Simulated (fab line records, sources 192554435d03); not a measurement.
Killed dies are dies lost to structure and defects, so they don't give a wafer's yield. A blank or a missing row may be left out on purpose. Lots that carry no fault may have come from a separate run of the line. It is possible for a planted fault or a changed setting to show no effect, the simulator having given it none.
Matching of chambers | flow n5 finfet | N5_BEOL_M5_STRIP_19 on rie diel-02: 4 sister chambers
The step strips in O2. 16 wafers are shown with their chamber, then 8 later ones without.

## EACH WAFER AND ITS CHAMBER
wafer  | chamber | throttle valve pct (%) | showerhead plenum p Torr (Torr) | oes product au (a.u.)
L074.2 | 3       | 17.1                   | 2.15                            | 0.71
L074.4 | 0       | 16.4                   | 2.23                            | 0.97
L074.5 | 3       | 17.1                   | 2.16                            | 0.70
L076.2 | 2       | 17.0                   | 2.18                            | 0.70
L076.5 | 1       | 16.7                   | 2.00                            | 0.67
L076.6 | 2       | 17.0                   | 2.18                            | 0.70
L080.2 | 3       | 16.5                   | 2.15                            | 0.99
L080.4 | 1       | 16.7                   | 2.00                            | 0.67
L080.6 | 2       | 17.0                   | 2.17                            | 0.69
L089.2 | 3       | 16.6                   | 2.15                            | 0.91
L089.4 | 2       | 17.0                   | 2.16                            | 0.68
L089.5 | 0       | 16.4                   | 2.22                            | 0.89
L088.1 | 3       | 16.6                   | 2.15                            | 0.91
L088.2 | 1       | 16.2                   | 2.26                            | 0.93
L088.3 | 2       | 17.0                   | 2.16                            | 0.67
L092.2 | 3       | 16.6                   | 2.15                            | 0.90

SIGNATURES (averages over the wafers above)
reading                  | chamber 0 | chamber 1 | chamber 2 | chamber 3 | scatter within a chamber
throttle valve pct       | 16.400    | 16.533    | 17.000    | 16.750    | 0.212
showerhead plenum p Torr | 2.2250    | 2.0867    | 2.1700    | 2.1517    | 0.0616
oes product au           | 0.9300    | 0.7567    | 0.6880    | 0.8533    | 0.1
Rule: for each reading, subtract the chamber's mean from the wafer's reading, divide by that reading's scatter and square the result; add these up over the readings and take the root, which gives the wafer's distance from the chamber. The wafer belongs to the nearest chamber; if the next one is less than 2 further off, it can't be placed. The scatter: the root of (the sum of the squares of (reading less its chamber's mean) over the shown wafers, divided by (wafers less chambers)).

## WAFERS WHOSE CHAMBER IS MISSING
wafer  | throttle valve pct (%) | showerhead plenum p Torr (Torr) | oes product au (a.u.)
L092.3 | 16.3                   | 2.26                            | 0.92
L092.4 | 17.0                   | 2.16                            | 0.67
L093.1 | 16.5                   | 2.22                            | 0.89
L093.2 | 16.6                   | 2.14                            | 0.91
L093.5 | 16.3                   | 2.26                            | 0.92
L097.2 | 16.5                   | 2.22                            | 0.87
L097.4 | 16.6                   | 2.14                            | 0.90
L097.5 | 16.6                   | 2.14                            | 0.90

## WHICH CHAMBER EACH WENT THROUGH
wafer  | from the rows above          | in truth
L092.3 | 0                            | 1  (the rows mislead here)
L092.4 | can't be placed: 2 or 3      | 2
L093.1 | can't be placed: 0 or 3 or 1 | 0
L093.2 | can't be placed: 3 or 0 or 1 | 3
L093.5 | 0                            | 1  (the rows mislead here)
L097.2 | can't be placed: 0 or 3 or 1 | 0
L097.4 | can't be placed: 3 or 0 or 1 | 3
L097.5 | can't be placed: 3 or 0 or 1 | 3
Correctly placed: 0 of 8. These rows do not allow placing 6 (true chamber among the candidates in 6). 2 placed wrongly.
